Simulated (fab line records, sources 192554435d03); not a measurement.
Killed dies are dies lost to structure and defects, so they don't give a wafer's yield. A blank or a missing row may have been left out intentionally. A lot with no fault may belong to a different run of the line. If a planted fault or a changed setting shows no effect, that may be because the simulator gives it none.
Split-lot experiment || flow n5_finfet || on a route of 1938 steps: 7 lots, 21 wafers read

== ABOUT THE SPLIT ==
At N5_GATE_CUT_DESCUM_18 (chemistry O2, time 7 s), the setting time_s was moved away from the recipe's 7 s on 11 of the 21 wafers read, by -17.9% to -9.9%. The other wafers ran this setting at the recipe's value.

== FROM SPLIT TO READING: 1 step shown by the file between the two ==
- N5_GATE_CUT_ETCH_28: etches underlayer in N2/H2, target depth 13 nm, time 10.4 s

== THE READING ==
CAR-EUV_of_GATE_CUT_COAT_07.thk_nm (the simulator's own value, which no gauge read), in nm, at N5_GATE_CUT_ETCH_36 (etches SiARC in CF4, target depth 13 nm, time 21.7 s). The file gives no usual value for it. The 10 wafers here that ran the recipe average 6.7 nm, standard deviation 0.3 nm.

{"wafer": "L074.1", "tool, chamber at the split": "rie_diel-06, 2,3,1", "time_s as run, s": 7, "against the recipe": "recipe", "CAR-EUV_of_GATE_CUT_COAT_07.thk_nm, nm": 7, "against lot-mates on the recipe": "-"}
{"wafer": "L074.4", "tool, chamber at the split": "rie_diel-06, 2,3,1", "time_s as run, s": 7, "against the recipe": "recipe", "CAR-EUV_of_GATE_CUT_COAT_07.thk_nm, nm": 7, "against lot-mates on the recipe": "-"}
{"wafer": "L074.5", "tool, chamber at the split": "rie_diel-06, 2,3,1", "time_s as run, s": 7, "against the recipe": "recipe", "CAR-EUV_of_GATE_CUT_COAT_07.thk_nm, nm": 7, "against lot-mates on the recipe": "-"}
{"wafer": "L079.3", "tool, chamber at the split": "rie_diel-05, 2,3", "time_s as run, s": 6.146, "against the recipe": "-12.2%", "CAR-EUV_of_GATE_CUT_COAT_07.thk_nm, nm": 7.4, "against lot-mates on the recipe": "+0.4"}
{"wafer": "L079.4", "tool, chamber at the split": "rie_diel-05, 2,3", "time_s as run, s": 6.146, "against the recipe": "-12.2%", "CAR-EUV_of_GATE_CUT_COAT_07.thk_nm, nm": 7.4, "against lot-mates on the recipe": "+0.4"}
{"wafer": "L079.5", "tool, chamber at the split": "rie_diel-05, 1", "time_s as run, s": 7, "against the recipe": "recipe", "CAR-EUV_of_GATE_CUT_COAT_07.thk_nm, nm": 7, "against lot-mates on the recipe": "-"}
{"wafer": "L080.1", "tool, chamber at the split": "rie_diel-02, 0", "time_s as run, s": 5.894, "against the recipe": "-15.8%", "CAR-EUV_of_GATE_CUT_COAT_07.thk_nm, nm": 7, "against lot-mates on the recipe": "+0.6"}
{"wafer": "L080.3", "tool, chamber at the split": "rie_diel-02, 3", "time_s as run, s": 7, "against the recipe": "recipe", "CAR-EUV_of_GATE_CUT_COAT_07.thk_nm, nm": 6.4, "against lot-mates on the recipe": "-"}
{"wafer": "L080.5", "tool, chamber at the split": "rie_diel-02, 0", "time_s as run, s": 5.894, "against the recipe": "-15.8%", "CAR-EUV_of_GATE_CUT_COAT_07.thk_nm, nm": 7.4, "against lot-mates on the recipe": "+1.0"}
{"wafer": "L082.2", "tool, chamber at the split": "rie_diel-06, 3,1", "time_s as run, s": 6.305, "against the recipe": "-9.9%", "CAR-EUV_of_GATE_CUT_COAT_07.thk_nm, nm": 7.2, "against lot-mates on the recipe": "+0.8"}
{"wafer": "L082.6", "tool, chamber at the split": "rie_diel-06, 3,1", "time_s as run, s": 6.305, "against the recipe": "-9.9%", "CAR-EUV_of_GATE_CUT_COAT_07.thk_nm, nm": 7.2, "against lot-mates on the recipe": "+0.8"}
{"wafer": "L082.4", "tool, chamber at the split": "rie_diel-06, 2", "time_s as run, s": 7, "against the recipe": "recipe", "CAR-EUV_of_GATE_CUT_COAT_07.thk_nm, nm": 6.4, "against lot-mates on the recipe": "-"}
{"wafer": "L083.2", "tool, chamber at the split": "rie_diel-02, 0,2", "time_s as run, s": 5.855, "against the recipe": "-16.4%", "CAR-EUV_of_GATE_CUT_COAT_07.thk_nm, nm": 7.6, "against lot-mates on the recipe": "+0.6"}
{"wafer": "L083.6", "tool, chamber at the split": "rie_diel-02, 0,2", "time_s as run, s": 5.855, "against the recipe": "-16.4%", "CAR-EUV_of_GATE_CUT_COAT_07.thk_nm, nm": 7.6, "against lot-mates on the recipe": "+0.6"}
{"wafer": "L083.4", "tool, chamber at the split": "rie_diel-02, 1", "time_s as run, s": 7, "against the recipe": "recipe", "CAR-EUV_of_GATE_CUT_COAT_07.thk_nm, nm": 7, "against lot-mates on the recipe": "-"}
{"wafer": "L088.2", "tool, chamber at the split": "rie_diel-06, 1,3", "time_s as run, s": 7, "against the recipe": "recipe", "CAR-EUV_of_GATE_CUT_COAT_07.thk_nm, nm": 6.4, "against lot-mates on the recipe": "-"}
{"wafer": "L088.3", "tool, chamber at the split": "rie_diel-06, 1,3", "time_s as run, s": 7, "against the recipe": "recipe", "CAR-EUV_of_GATE_CUT_COAT_07.thk_nm, nm": 6.4, "against lot-mates on the recipe": "-"}
{"wafer": "L088.4", "tool, chamber at the split": "rie_diel-06, 2", "time_s as run, s": 6.122, "against the recipe": "-12.5%", "CAR-EUV_of_GATE_CUT_COAT_07.thk_nm, nm": 7.4, "against lot-mates on the recipe": "+1.0"}
{"wafer": "L095.2", "tool, chamber at the split": "rie_diel-06, 1", "time_s as run, s": 5.746, "against the recipe": "-17.9%", "CAR-EUV_of_GATE_CUT_COAT_07.thk_nm, nm": 7.6, "against lot-mates on the recipe": "+1.2"}
{"wafer": "L095.3", "tool, chamber at the split": "rie_diel-06, 3", "time_s as run, s": 7, "against the recipe": "recipe", "CAR-EUV_of_GATE_CUT_COAT_07.thk_nm, nm": 6.4, "against lot-mates on the recipe": "-"}
{"wafer": "L095.6", "tool, chamber at the split": "rie_diel-06, 1", "time_s as run, s": 5.746, "against the recipe": "-17.9%", "CAR-EUV_of_GATE_CUT_COAT_07.thk_nm, nm": 7, "against lot-mates on the recipe": "+0.6"}
Rows listing several chambers each stand for several wafers; the file does not say which wafer went through which chamber.

FIT RESULTS
A straight line over all 21 wafers: CAR-EUV_of_GATE_CUT_COAT_07.thk_nm changes by -0.0428 nm for each +1% of time_s; r = -0.77; the points scatter about the line by 0.28 nm.
The same after taking each lot's own level away (the mean of its wafers on the recipe; 21 wafers): -0.0481 nm for each +1%; r = -0.88; scatter 0.2 nm.
Per that fit: largest time_s move, reading shift of 0.86 nm.
From 6.40 to 7.00 nm: that is the span of the lots' own levels, equal to 2.0 times the standard deviation above.
So the lot-to-lot level blurs the effect unless lot-mates are compared.
Check: +0.83 nm against its lot-mates is what the line predicts for one of the wafers moved furthest among these (-17.9%) when that wafer is left out of the fit. Against them it came out at +1.2 nm.

== THE WHOLE CHAIN: every reading that the file lists as answering this split, in the file's order ==
{"step": "N5_GATE_CUT_DESCUM_18", "what it does": "chemistry O2, time 7 s", "reading": "CAR-EUV_of_GATE_CUT_COAT_07.thk_nm (the simulator's own value, which no gauge read)", "change (the file's fit)": "-0.0347 nm for each +1% of the setting", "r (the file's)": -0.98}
{"step": "N5_GATE_CUT_ETCH_28", "what it does": "etches underlayer in N2/H2, target depth 13 nm, time 10.4 s", "reading": "CAR-EUV_of_GATE_CUT_COAT_07.thk_nm (the simulator's own value, which no gauge read)", "change (the file's fit)": "-0.0547 nm for each +1% of the setting", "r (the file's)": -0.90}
{"step": "N5_GATE_CUT_ETCH_36", "what it does": "etches SiARC in CF4, target depth 13 nm, time 21.7 s", "reading": "CAR-EUV_of_GATE_CUT_COAT_07.thk_nm (the simulator's own value, which no gauge read)", "change (the file's fit)": "-0.0514 nm for each +1% of the setting", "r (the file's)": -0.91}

== THE FILE'S OWN FIT ==
CAR-EUV_of_GATE_CUT_COAT_07.thk_nm changes by -0.0514 nm for each +1% of time_s, r = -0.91.
